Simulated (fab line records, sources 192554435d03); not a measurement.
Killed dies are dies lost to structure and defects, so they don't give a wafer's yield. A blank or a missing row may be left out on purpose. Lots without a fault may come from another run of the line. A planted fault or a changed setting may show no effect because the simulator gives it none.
Split-lot experiment | flow n5_finfet | 7 lots, 39 wafers read, on a route of 1938 steps

THE SPLIT
At N5_BEOL_M4_ETCH_70 (etches SOC in N2/H2, target depth 80 nm, overetch 24 nm, time 130 s), the setting time_s was moved away from the recipe's 130 s on 15 of the 39 wafers read, by -44.2% to +59.2%. The other wafers ran this setting at the recipe's value.

The reading is taken at the split's own step.

THE READING
SiARC_of_BEOL_M4_COAT_68.thk_nm (the simulator's own value, which no gauge read), in nm, at N5_BEOL_M4_ETCH_70 (etches SOC in N2/H2, target depth 80 nm, overetch 24 nm, time 130 s). The file gives no usual value for it. The 24 wafers here that ran the recipe average 5.9 nm, standard deviation 0.16 nm.

wafer  | tool, chamber at the split | time_s as run, s | against the recipe | SiARC_of_BEOL_M4_COAT_68.thk_nm, nm | against lot-mates on the recipe
L077.1 | rie_diel-05, 0,3,1,1,0     | 130              | recipe             | 5.8                                 | -
L077.2 | rie_diel-05, 0,3,1,1,0     | 130              | recipe             | 5.8                                 | -
L077.3 | rie_diel-05, 0,3,1,1,0     | 130              | recipe             | 5.8                                 | -
L077.5 | rie_diel-05, 0,3,1,1,0     | 130              | recipe             | 5.8                                 | -
L077.6 | rie_diel-05, 0,3,1,1,0     | 130              | recipe             | 5.8                                 | -
L077.4 | rie_diel-05, 2             | 130              | recipe             | 6.2                                 | -
L078.1 | rie_diel-02, 2             | 177.6            | +36.6%             | 3.8                                 | -1.9
L078.2 | rie_diel-02, 0,1           | 130              | recipe             | 5.8                                 | -
L078.4 | rie_diel-02, 0,1           | 130              | recipe             | 5.8                                 | -
L078.3 | rie_diel-02, 3             | 130              | recipe             | 5.6                                 | -
L078.5 | rie_diel-02, 0             | 177.6            | +36.6%             | 3.4                                 | -2.3
L078.6 | rie_diel-02, 3             | 177.6            | +36.6%             | 3.2                                 | -2.5
L080.1 | rie_diel-05, 1,3           | 130              | recipe             | 5.8                                 | -
L080.3 | rie_diel-05, 1,3           | 130              | recipe             | 5.8                                 | -
L080.2 | rie_diel-05, 0             | 207              | +59.2%             | 2.2                                 | -3.5
L080.6 | rie_diel-05, 0             | 207              | +59.2%             | 2.2                                 | -3.5
L080.4 | rie_diel-05, 2             | 207              | +59.2%             | 2.6                                 | -3.1
L080.5 | rie_diel-05, 1             | 130              | recipe             | 5.6                                 | -
L083.1 | rie_diel-02, 3             | 176.8            | +36.0%             | 3.4                                 | -2.5
L083.2 | rie_diel-02, 1             | 176.8            | +36.0%             | 3.8                                 | -2.1
L083.5 | rie_diel-02, 1             | 176.8            | +36.0%             | 3.8                                 | -2.1
L083.3 | rie_diel-02, 2             | 130              | recipe             | 6.2                                 | -
L083.4 | rie_diel-02, 0             | 130              | recipe             | 5.8                                 | -
L083.6 | rie_diel-02, 0             | 130              | recipe             | 5.8                                 | -
L086.1 | rie_diel-02, 0,3           | 130              | recipe             | 5.8                                 | -
L086.2 | rie_diel-02, 0,3           | 130              | recipe             | 5.8                                 | -
L086.3 | rie_diel-02, 2             | 130              | recipe             | 6.2                                 | -
L090.1 | rie_diel-05, 2,3           | 72.53            | -44.2%             | 8.8                                 | +2.9
L090.2 | rie_diel-05, 2,3           | 72.53            | -44.2%             | 8.8                                 | +2.9
L090.3 | rie_diel-05, 0,2           | 130              | recipe             | 6                                   | -
L090.6 | rie_diel-05, 0,2           | 130              | recipe             | 6                                   | -
L090.4 | rie_diel-05, 1             | 72.53            | -44.2%             | 8.6                                 | +2.7
L090.5 | rie_diel-05, 1             | 130              | recipe             | 5.8                                 | -
L094.1 | rie_diel-05, 0,1           | 130              | recipe             | 5.8                                 | -
L094.5 | rie_diel-05, 0,1           | 130              | recipe             | 5.8                                 | -
L094.2 | rie_diel-05, 1,3,2         | 84.68            | -34.9%             | 8                                   | +2.1
L094.4 | rie_diel-05, 1,3,2         | 84.68            | -34.9%             | 8                                   | +2.1
L094.6 | rie_diel-05, 1,3,2         | 84.68            | -34.9%             | 8                                   | +2.1
L094.3 | rie_diel-05, 2             | 130              | recipe             | 6                                   | -
Where a row lists several chambers, the file gives one row for several wafers and doesn't say which wafer went through which chamber.

THE FIT
A straight line over all 39 wafers: SiARC_of_BEOL_M4_COAT_68.thk_nm changes by -0.062 nm for each +1% of time_s; r = -0.99; the points scatter about the line by 0.18 nm.
The same after taking each lot's own level away (the mean of its wafers on the recipe; 39 wafers): -0.0607 nm for each +1%; r = -0.99; scatter 0.17 nm.
On that fit, the largest move of time_s shifts the reading by 3.6 nm.
The lots' own levels span 5.73 to 5.93 nm, that is 1.3 times the standard deviation above.
So the lot-to-lot level changes the slope little: the two slopes agree.
Check: with one of the wafers moved furthest among these (+59.2%) left out of the fit, the line predicts -3.58 nm for it against its lot-mates. It came out at -3.53 nm against them.

OTHER SPLITS ON THESE WAFERS
These wafers also went through other splits before the reading. Each is held against what the fit with the lots' levels taken away leaves over:
other split on the same wafers        | wafers away from the commonest value | r with SiARC_of_BEOL_M4_COAT_68.thk_nm (lot level and that fit taken away)
N5_STI_FIN_REVEAL_ALD_00 target_thk_a | 12                                   | +0.03
N5_SD_EPI_N_DESCUM_14 time_s          | 18                                   | -0.25
N5_HKMG_FIN_ALD_21 ald_cycles         | 12                                   | -0.07
N5_MOL_CONTACT_COAG_ALD_27 time_s     | 12                                   | +0.03
N5_BEOL_M2_ALD_98 ald_cycles          | 12                                   | +0.06

THE FILE'S OWN FIT
SiARC_of_BEOL_M4_COAT_68.thk_nm changes by -0.0606 nm for each +1% of time_s, r = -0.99.
